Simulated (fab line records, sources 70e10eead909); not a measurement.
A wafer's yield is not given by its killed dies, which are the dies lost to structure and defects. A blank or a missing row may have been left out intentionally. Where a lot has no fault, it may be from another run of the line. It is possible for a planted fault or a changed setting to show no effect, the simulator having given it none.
Matching of chambers | flow nandHarc | 4 sister chambers for NHARC_P_M2_DESCUM_14 on rieDiel-13
The step chemistry O2, time 3 s. 4 wafers are shown with their chamber, then 7 later ones without.

EACH WAFER AND ITS CHAMBER
wafer  | chamber | drypumpMotorCurrentA (A)
L886.2 | 3       | 6.2
L888.3 | 0       | 5.7
L889.1 | 1       | 6.6
L889.5 | 2       | 5.8

WAFERS WHOSE CHAMBER IS MISSING
wafer  | drypumpMotorCurrentA (A)
L889.6 | 6.2
L890.1 | 5.7
L890.2 | 5.9
L890.4 | 6.2
L895.1 | 5.7
L895.3 | 5.9
L895.5 | 5.8

CHAMBER TAKEN BY EACH
wafer  | from the rows above     | in truth
L889.6 | 3                       | 3
L890.1 | can't be placed: 0 or 2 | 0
L890.2 | can't be placed: 2 or 0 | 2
L890.4 | 3                       | 3
L895.1 | can't be placed: 0 or 2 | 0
L895.3 | can't be placed: 2 or 0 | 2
L895.5 | can't be placed: 2 or 0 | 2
2 of 7 placed correctly. Unplaceable from these rows: 5, with the true chamber sitting among the candidates in 5. Number placed wrongly: 0.
How it was worked out, from the rows above alone: a wafer's distance from a chamber is the root of the sum, over the readings, of the square of ((its reading less the chamber's mean) divided by the reading's scatter). If the next closest chamber is less than 2 further off than the closest, the wafer can't be placed; otherwise it belongs to the closest. For every chamber, the mean is computed from those of its wafers that are shown. The scatter: with one shown wafer a chamber, the root of the mean of the squares of how far each hidden wafer lies from its nearest shown one.
